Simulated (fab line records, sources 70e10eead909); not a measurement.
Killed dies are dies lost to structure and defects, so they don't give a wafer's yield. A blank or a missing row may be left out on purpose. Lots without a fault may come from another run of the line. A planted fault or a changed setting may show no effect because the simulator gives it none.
A struck lot beside a sound one | flow nand_harc | 15 steps out of a route of 1159
Sound: wafers L627.3, L627.4, L627.6. Struck: wafer L622.4. (L622.5, L622.6 of the same lot were not struck and are left out.) The cause comes at the end.
At each step with rows: each side's tool, then ch and its chambers, then its first start. Under that, the readings that differ: sound wafers | struck wafers | difference of the means | sigmas: that difference in standard deviations of wafers without a fault.
alike: readings whose means differ by less than 2 such deviations, and words and numbers that are the same on both sides. not compared: withheld readings, readings that some wafer has no value for, bounds like >300 that may hide the same value, and numbers for which the record gives no deviation and whose values overlap.
The two part at a step that has a row with sigmas, a row that says differs or no value, or rows on one side only. Numbers that don't overlap but have no deviation are shown without sigmas and don't part them. A reading that every wafer of one side lacks parts them only if that side has two wafers or more.

first, 5 steps without rows for these wafers: NHARC_A_CONTACT_SOFTBAKE_37 (time 55 s); NHARC_A_CONTACT_EBR_38; NHARC_A_CONTACT_EXPOSE_39 (exposes mask A CC 3); NHARC_A_CONTACT_PEB_40 (peb time 65 s); NHARC_A_CONTACT_DEVELOP_41 (develop time 35 s).
NHARC_A_CONTACT_CD_MEAS_42: target cd 200 nm.
  sound on cd_sem-03 ch 0, day 20 01:53; struck on cd_sem-02 ch 0, day 18 18:52
  alike: cd_nm
NHARC_A_CONTACT_OVL_MEAS_43:
  sound on overlay-02, day 20 01:58; struck on overlay-01, day 18 18:57
  alike: overlay_x_nm, overlay_y_nm
NHARC_A_CONTACT_INSPECT_44:
  sound on defect_inspect-02, day 20 02:01; struck on defect_inspect-02, day 18 18:59
  alike: raw_defect_count
NHARC_A_CONTACT_DESCUM_47: chemistry O2, time 3 s.
  sound on rie_diel-12 ch 0,1,3, day 20 02:07; struck on rie_diel-10 ch 3, day 18 19:04
  reading                        | sound             | struck | difference | sigmas
  chamber_pressure_mTorr (mTorr) | 59.99 59.99 59.98 | 60.11  | +0.12      | +2
  alike: drypump_motor_current_A, o2_flow_sccm, oes_product_au, rf_vpp_V, showerhead_plenum_p_Torr, throttle_valve_pct
  not compared: rf_hours_counter_h
NHARC_A_CONTACT_ETCH_48: etches the open film in CF4, target depth 39 nm, time 65 s.
  sound on rie_diel-12 ch 0,1, day 20 02:12; struck on rie_diel-10 ch 3, day 18 19:08
  alike: chamber_pressure_mTorr, drypump_motor_current_A, oes_product_au, rf_vpp_V, run_length_s, showerhead_plenum_p_Torr, throttle_valve_pct
  not compared: rf_hours_counter_h
NHARC_A_CONTACT_ETCH_49: etches the open film in N2/H2, target depth 260 nm, time 475.3 s.
  sound on rie_diel-12 ch 0,1; struck on rie_diel-10 ch 0
  reading                     | sound             | struck | difference | sigmas
  drypump_motor_current_A (A) | 5.5 5.3 5.4       | 6.3    | +0.9       | +2
  run_length_s (s)            | 496.7 497.1 496.7 | 495.9  | -0.9       | -2
  alike: chamber_pressure_mTorr, oes_product_au, rf_vpp_V, showerhead_plenum_p_Torr, throttle_valve_pct
  not compared: rf_hours_counter_h
NHARC_A_CONTACT_ETCH_50: etches the open film in CF4/CHF3, target depth 84.7 nm, time 42.4 s.
  sound on rie_diel-12 ch 2,3; struck on rie_diel-10 ch 1
  reading                        | sound                | struck | difference | sigmas
  chamber_pressure_mTorr (mTorr) | 25.005 25.055 25.045 | 24.961 | -0.074     | -3
  throttle_valve_pct (%)         | 16.814 16.816 16.802 | 16.789 | -0.022     | -3
  alike: drypump_motor_current_A, oes_product_au, rf_vpp_V, run_length_s, showerhead_plenum_p_Torr
  not compared: rf_hours_counter_h
NHARC_A_CONTACT_ETCH_51: etches the open film in O2/COS, target depth 3600 nm, time 936 s.
  sound on rie_diel-12 ch 0,1, day 20 02:43; struck on rie_diel-10 ch 0, day 18 19:42
  reading                     | sound             | struck | difference | sigmas
  drypump_motor_current_A (A) | 5.3 5.5 5.5       | 6.3    | +0.9       | +2
  run_length_s (s)            | 957.8 958.1 957.6 | 691.1  | -266.7     | -99 or more
  alike: chamber_pressure_mTorr, o2_flow_sccm, oes_product_au, rf_vpp_V, showerhead_plenum_p_Torr, throttle_valve_pct
  not compared: rf_hours_counter_h
NHARC_A_CONTACT_ETCH_111: etches the open film in C4F8/O2/Ar, time 140 s, target depth 700 nm.
  sound on har_cap_etch-01 ch 0,1, day 20 03:27; struck on har_cap_etch-03 ch 1, day 18 20:22
  alike: chamber_pressure_mTorr, run_length_s
  not compared: rf_hours_counter_h
-- the record jumps here: 3 days lie between the struck wafers' starts before and after (it left off in module A_CONTACT and takes up again in module END, whose first step shown is number 1159 of the route) --
NHARC_END_SORT_01:
  sound on prober-02 ch 0, day 22 19:45; struck on prober-02 ch 0, day 21 23:43
  reading         | sound    | struck | difference | sigmas
  killed_at_array | 33 21 34 | 675    | +646       | +65
  killed_dies     | 34 22 40 | 676    | +644       | +64
  killed_open     | 4 4 4    | 0      | -4         | -2
  alike: killed_at_other, killed_at_periphery, killed_short

WHERE THEY PART
First at NHARC_A_CONTACT_DESCUM_47; last, within this record, at NHARC_END_SORT_01.

WHY: what the simulator had put in
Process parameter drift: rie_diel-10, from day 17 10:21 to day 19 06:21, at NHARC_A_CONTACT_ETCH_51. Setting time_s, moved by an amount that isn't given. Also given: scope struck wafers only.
